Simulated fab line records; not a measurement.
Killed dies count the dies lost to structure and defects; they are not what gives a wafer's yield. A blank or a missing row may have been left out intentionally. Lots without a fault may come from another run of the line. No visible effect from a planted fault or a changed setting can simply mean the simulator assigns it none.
Problem report, 8D (eight disciplines) form, completed by code | flow n5Finfet | the parts of the form that need people (team, actions taken, sign-off) are left out

1. WHAT IS WRONG
Wafers without a fault read 11, standard deviation 4.7; rawDefectCount at N5_DUMMY_REMOVAL_INSPECT_06 reads a mean of 910 on 9 wafers belonging to 3 lots. That is +99 or more standard deviations from the usual mean.
The step: inspects for defects (brightfield).
First seen on wafer L993.1, day 5 23:06, on defectInspect-01. The record has a number at this step for 30 wafers belonging to 10 lots. The rule behind "out" and "out of limits": a value lying over 4 standard deviations away from the usual mean. The other wafers with a number count as sound.

2. WHAT IT IS; WHAT IT IS NOT
question                    | is                                 | is not
which readings at this step | rawDefectCount                     | -
which lots                  | L993, L996, L997                   | L100, L105, L986, L987, L989, L998, L999
which wafers of those lots  | all that have a number             | -
read on which gauges        | defectInspect-01, defectInspect-02 | -
when                        | from day 5 23:06                   | up to then (9 sound wafers); but 12 sound wafers of L100, L105, L998, L999 came after

3. THE SUSPECTS, EACH WITH WHAT RULES IT OUT
Counting: a tool at a process step up to the reading stays a suspect if it ran every lot that is out and no sound lot after the first of them.
- the gauge at N5_DUMMY_REMOVAL_INSPECT_06 has been ruled out. 2 gauges (defectInspect-01, defectInspect-02) read the wafers that are out.
- rieDiel-05 at N5_DUMMY_REMOVAL_HM_STRIP_01 (strips SiNx in CH3F/O2, stops on poly-Si, target depth 4 nm, time 6.8 s): kept. It processed each lot that is out, first L993 at day 5 22:54, and no sound lot thereafter; up to then, the last sound lot it processed was L989 at day 4 20:21.
- rieDiel-05 at N5_DUMMY_REMOVAL_STRIP_10 (strips in N2/H2, time 40 s): kept. It processed each lot that is out, first L993 at day 5 22:56, and no sound lot thereafter; up to then, the last sound lot it processed was L989 at day 4 20:23.
Left after counting: rieDiel-05 at N5_DUMMY_REMOVAL_HM_STRIP_01, rieDiel-05 at N5_DUMMY_REMOVAL_STRIP_10.

4. THE CAUSE (what the simulator had put in)
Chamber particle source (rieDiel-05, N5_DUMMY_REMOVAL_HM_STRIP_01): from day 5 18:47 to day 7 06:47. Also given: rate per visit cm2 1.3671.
Counting leaves 2 suspects; this tool is one of them.

5. SEQUENCE OF EFFECTS, ordered by route
Each row: a reading where the mean over the struck wafers with a number is more than 3 standard deviations away from the usual. Readings are gone through only where the record gives a usual standard deviation; hours: the median, over the lots, of the time from a lot's start at the first step in this table giving one to that lot's start at this step; sigmas: the change measured in usual standard deviations.
hours | step                        | reading          | usual | on struck wafers | change | sigmas
0     | N5_DUMMY_REMOVAL_INSPECT_06 | rawDefectCount   | 11    | 910              | +899   | +99 or more
238   | N5_PASSIVATION_PROBE_49     | killedAtFrontEnd | 40    | 164              | +124   | +10
238   | N5_PASSIVATION_PROBE_49     | killedDies       | 105   | 230              | +125   | +7.3
Process steps it contains:
- N5_PASSIVATION_PROBE_49

6. HOW IT WOULD HAVE BEEN CAUGHT EARLIER
Counted from the fault's start at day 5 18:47, it took 4 hours until the first out-of-limits reading at a measuring or inspecting step in this record, taken at day 5 23:06.
No tool reading at N5_DUMMY_REMOVAL_HM_STRIP_01 that has a usual standard deviation in the record was out on any struck wafer, so an alarm limit of 4 standard deviations on those readings would not have fired.
Of the lots that are out (3), L997, L996 began N5_DUMMY_REMOVAL_HM_STRIP_01 on rieDiel-05 after day 5 23:06. A hold on the tool at that time would have spared those 2.
